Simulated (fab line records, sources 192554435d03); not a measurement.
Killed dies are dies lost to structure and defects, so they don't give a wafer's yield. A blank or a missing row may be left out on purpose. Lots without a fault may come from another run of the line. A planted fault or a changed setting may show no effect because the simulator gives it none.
Problem report in the 8D (eight disciplines) form, filled by code | flow n5_finfet | the parts of the form that need people (team, actions taken, sign-off) are left out

1. THE PROBLEM
mfc_cl2_sccm at N5_MIM_TOP_ETCH_ETCH_00 reads a mean of 59.22 sccm on 2 wafers of 2 lots; wafers without a fault read 53.23 sccm with a standard deviation of 0.17. That is +35 standard deviations from the usual mean.
The step: etches TiN in Cl2/BCl3, target depth 38.5 nm.
First seen on wafer L576.6, day 16 09:22, on rie_metal-01. The record holds 33 wafers of 11 lots with a number at this step. Rule for "out", or "out of limits": more than 4 standard deviations from the usual mean. The other wafers with a number count as sound.

2. WHAT IT IS AND WHAT IT IS NOT
question                    | is                | is not
which readings at this step | mfc_cl2_sccm      | drypump_motor_current_A, he_backside_leak_sccm, oes_product_au, rf_fwd_power_W
which lots                  | L576, L580        | L565, L566, L567, L569, L571, L572, L582, L583, L584
which wafers of those lots  | L576.6, L580.5    | L576.2, L576.3, L580.3, L580.6
read on which tools         | rie_metal-01      | rie_metal-02, rie_metal-03
when                        | from day 16 09:22 | up to then (20 sound wafers); but 11 sound wafers of L580, L582, L583, L584 came after

3. SUSPECTS, AND WHAT RULES EACH OUT
Counting: a tool at a process step up to the reading stays a suspect if it ran every lot that is out. Sound lots after the first of them don't rule it out here, since some wafers of a struck lot are sound.
- rie_metal-01 at N5_MIM_TOP_ETCH_ETCH_00 (etches TiN in Cl2/BCl3, target depth 38.5 nm): kept. It ran every lot that is out, first L576 (day 16 09:22); its last sound lot up to then is L572 (day 14 19:45). Its own readings are out on those wafers: mfc_cl2_sccm.
- Within rie_metal-01 at N5_MIM_TOP_ETCH_ETCH_00: the wafers that are out ran in chamber 1; their sound lot-mates ran in chamber 0.
Left after counting: rie_metal-01 at N5_MIM_TOP_ETCH_ETCH_00.

4. THE CAUSE (what the simulator had put in)
Process parameter drift: rie_metal-01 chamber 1, from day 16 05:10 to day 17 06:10, at N5_MIM_TOP_ETCH_ETCH_00. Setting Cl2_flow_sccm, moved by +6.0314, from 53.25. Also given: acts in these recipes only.
Counting left only this tool.

5. THE CHAIN OF EFFECTS, in route order
Each row: a reading whose mean over the struck wafers that have a number lies more than 3 standard deviations from the usual. Only readings for which the record gives a usual standard deviation are gone through. hours: the time from each lot's start at the first step in this table that gives one to its start at this step, as a median over the lots. sigmas: the change in usual standard deviations.
hours | step                    | reading            | usual      | on struck wafers | change | sigmas
0     | N5_MIM_TOP_ETCH_ETCH_00 | mfc_cl2_sccm       | 53.23 sccm | 59.22            | +5.99  | +35
0     | N5_MIM_TOP_ETCH_ETCH_00 | throttle_valve_pct | 22.53 %    | 23.09            | +0.56  | +3.1
The process steps in it:
- N5_MIM_TOP_ETCH_ETCH_00: etches TiN in Cl2/BCl3, target depth 38.5 nm.
Later measuring or inspecting steps at which every struck wafer that the step has a row for has a number for every such reading, and none has moved that far: N5_MIM_BOT_LITHO_CD_MEAS_08.

6. WHAT WOULD HAVE CAUGHT IT SOONER
In this record the first reading out of limits was taken at day 16 09:22, 4 hours after the fault began at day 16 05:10.
